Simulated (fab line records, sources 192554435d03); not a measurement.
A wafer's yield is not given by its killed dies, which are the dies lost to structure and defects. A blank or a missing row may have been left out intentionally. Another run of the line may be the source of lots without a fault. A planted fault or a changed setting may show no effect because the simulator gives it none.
A lot that was struck, set against a sound lot | flow n5-finfet | 41 out of 1938 route steps
Sound: the wafers L255.2, L255.4, L255.6. Struck: wafer L268.5. (L268.2, L268.3 of the same lot were not struck and are left out.) The cause comes at the end.
Per side, at each step with rows, come the tool, then ch with its chambers, and then its first start. Under that, the readings that differ: sound wafers | struck wafers | difference of the means | sigmas: that difference in standard deviations of wafers without a fault.
alike: readings with means less than 2 such deviations apart, plus words and numbers identical on both sides. not compared: withheld readings, readings lacking a value on some wafer, bounds such as >300 that could conceal the same value, and numbers that have no deviation in the record and whose values overlap.
Wherever a step has rows on one side only, a row that says differs or no value, or a row with sigmas, the two part there. Non-overlapping numbers with no deviation appear without sigmas and do not part them. A reading that every wafer of one side lacks parts them only if that side has two wafers or more.

first, 1 step without rows for these wafers: N5_BEOL_M14_ETCH_67 (etches SiARC in CF4, target depth 143 nm, time 238.3 s).
N5_BEOL_M14_ETCH_68: etches SOC in N2/H2, time 450 s.
  sound on rie-diel-03 ch 1,2, day 12 05:08; struck on rie-diel-06 ch 2, day 16 02:14
  reading                         | sound             | struck | difference | sigmas
  drypump-motor-current-A (A)     | 5.6 5.6 5.8       | 6.9    | +1.2       | +3
  rf-vpp-V (V)                    | 527.7 527.6 528.3 | 521.9  | -6.0       | -3
  showerhead-plenum-p-Torr (Torr) | 2.66 2.65 2.68    | 2.49   | -0.17      | -2
  alike: oes-product-au, throttle-valve-pct
  not compared: rf-hours-counter-h
then, 3 steps without rows for these wafers: N5_BEOL_M14_STRIP_69 (strips in N2/H2); N5_BEOL_M14_TRENCH_ETCH_34 (etches SiO2 in C4F8/O2/Ar, target depth 556.65 nm, time 126.9 s); N5_BEOL_M14_STRIP_70 (strips in C4F8/O2/Ar).
N5_BEOL_M14_OCD_MEAS_35:
  sound on ocd-02, day 12 05:34; struck on ocd-02, day 16 02:40
  alike: trench-depth-nm
then, 6 steps without rows for these wafers: N5_BEOL_M14_STRIP_37 (strips in O2); N5_BEOL_M14_ETCH_38 (etches SiCN in CF4/N2, target depth 106.5 nm, time 120.6 s); N5_BEOL_M14_PRECLEAN_39 (cleans in residue remover, time 60 s); N5_BEOL_M14_SRD_40 (time 30 s, dry time 30 s); N5_BEOL_M14_DEGAS_41 (time 60 s); N5_BEOL_M14_PRE_CLEAN_42 (time 30 s).
N5_BEOL_M14_SPUTTER_43: material TaN, target thk 15 nm, time 24.19 s.
  sound on pvd-sputter-02, day 12 06:29; struck on pvd-sputter-03, day 16 03:52
  alike: throttle-valve-pct
N5_BEOL_M14_SPUTTER_44: material Ta, target thk 15 nm, time 24.19 s.
  sound on pvd-sputter-02, day 12 06:34; struck on pvd-sputter-03, day 16 03:57
  alike: throttle-valve-pct
then, 4 steps without rows for these wafers: N5_BEOL_M14_SPUTTER_45 (material Cu, target thk 100 nm, time 16.67 s); N5_BEOL_M14_ECD_47 (material Cu, target thk 1248 nm); N5_BEOL_M14_ANNEAL_48 (time 90 s); N5_BEOL_M14_CMP_49 (polishes, stops on SiO2, t overpolish 5.2 s, target thk 560 nm).
N5_BEOL_M14_THK_MEAS_50: measures by xrf.
  sound on film-metro-01, day 12 07:33; struck on film-metro-01, day 16 04:56
  alike: M14_THK
then, 1 step without rows for these wafers: N5_BEOL_M14_PRE_CLEAN_52 (time 15 s).
N5_BEOL_M14_DEP_53: deposits SiCN from 3MS/NH3, target thk 50 nm, time 17.8 s.
  sound on pecvd-04 ch 1,2, day 12 07:37; struck on pecvd-03 ch 1, day 16 05:00
  alike: showerhead-plenum-p-Torr, throttle-valve-pct
N5_BEOL_M14_RS_MEAS_54: measures by four-point-probe.
  sound on film-metro-01, day 12 07:43; struck on film-metro-01, day 16 05:04
  alike: M14_RS
N5_BEOL_M15_ILD_DEP_00: deposits SiO2 from TEOS/O2, target thk 1629.3 nm, time 346.1 s.
  sound on pecvd-04 ch 1, day 12 07:46; struck on pecvd-02 ch 2, day 16 05:08
  alike: heater-power-w, showerhead-plenum-p-Torr, throttle-valve-pct
N5_BEOL_M15_THK_MEAS_01:
  sound on film-metro-01, day 12 08:08; struck on film-metro-01, day 16 05:23
  alike: M15_ILD_THK
then, 8 steps without rows for these wafers: N5_BEOL_M15_COAT_58 (time 60 s, resist thk 89 nm); N5_BEOL_M15_COAT_04 (resist thk 800 nm); N5_BEOL_M15_EBR_06; N5_BEOL_M15_SOFTBAKE_05 (time 60 s); N5_BEOL_M15_EXPOSE_07 (exposes mask V14); N5_BEOL_M15_PEB_08 (peb time 90 s); N5_BEOL_M15_DEVELOP_09 (develop time 45 s); N5_BEOL_M15_HARDBAKE_14 (time 120 s).
N5_BEOL_M15_CD_MEAS_10: the cd target is 360 nm.
  sound on cd-sem-03 ch 0, day 12 08:34; struck on cd-sem-02 ch 0, day 16 05:41
  alike: cd-nm
N5_BEOL_M15_OVL_MEAS_11:
  sound on overlay-01 ch 0, day 12 08:36; struck on overlay-01 ch 0, day 16 05:43
  alike: V14_OVL
then, 2 steps without rows for these wafers: N5_BEOL_M15_DESCUM_15 (chemistry O2, time 7.9 s); N5_BEOL_M15_ETCH_59 (etches BARC in N2/H2, target depth 89 nm, overetch 26.7 nm, time 67.9 s).
N5_BEOL_M15_VIA_ETCH_16: etches SiO2 in C4F8/O2/Ar, target depth 1792.2 nm.
  sound on rie-diel-05 ch 0,1,3, day 12 08:44; struck on rie-diel-02 ch 1, day 16 05:52
  reading                         | sound          | struck | difference | sigmas
  showerhead-plenum-p-Torr (Torr) | 3.39 3.39 3.38 | 3.63   | +0.24      | +2
  alike: drypump-motor-current-A, mfc-ar-sccm, oes-product-au, rf-vpp-V, throttle-valve-pct
then, 3 steps without rows for these wafers: N5_BEOL_M15_STRIP_63 (strips in O2); N5_BEOL_M15_STRIP_64 (strips in O2); N5_BEOL_M15_STRIP_65 (strips in post etch residue remover, time 60 s).
N5_PASSIVATION_PROBE_49:
  sound on prober-01, day 13 03:10; struck on prober-02, day 17 01:54
  reading                  | sound          | struck | difference | sigmas
  defect-limited-yield (%) | 92.7 90.3 91.9 | 80.8   | -10.8      | -8
  killed_at_M4_up          | 8 14 10        | 150    | +139       | +24
  killed-at-front-end      | 39 61 51       | 25     | -25        | -2
  killed-dies              | 86 114 96      | 227    | +128       | +8
  sort_bin_5_function (%)  | 4.7 5.5 4.6    | 12.1   | +7.2       | +8
  sort_bin_6_memory (%)    | 2.0 3.9 2.8    | 4.2    | +1.3       | +2
  sort-n-pass              | 1094 1066 1084 | 953    | -128       | -8
  sort-yield-pct (%)       | 92.7 90.3 91.9 | 80.8   | -10.8      | -8
  alike: killed_at_M0_to_M3, killed-at-contacts, killed-at-other, killed-on-rim, killed-open, killed-short

WHERE THEY PART
At N5_BEOL_M14_ETCH_68 first; at N5_PASSIVATION_PROBE_49 last (within this record only).

WHY: whatever the simulator had introduced
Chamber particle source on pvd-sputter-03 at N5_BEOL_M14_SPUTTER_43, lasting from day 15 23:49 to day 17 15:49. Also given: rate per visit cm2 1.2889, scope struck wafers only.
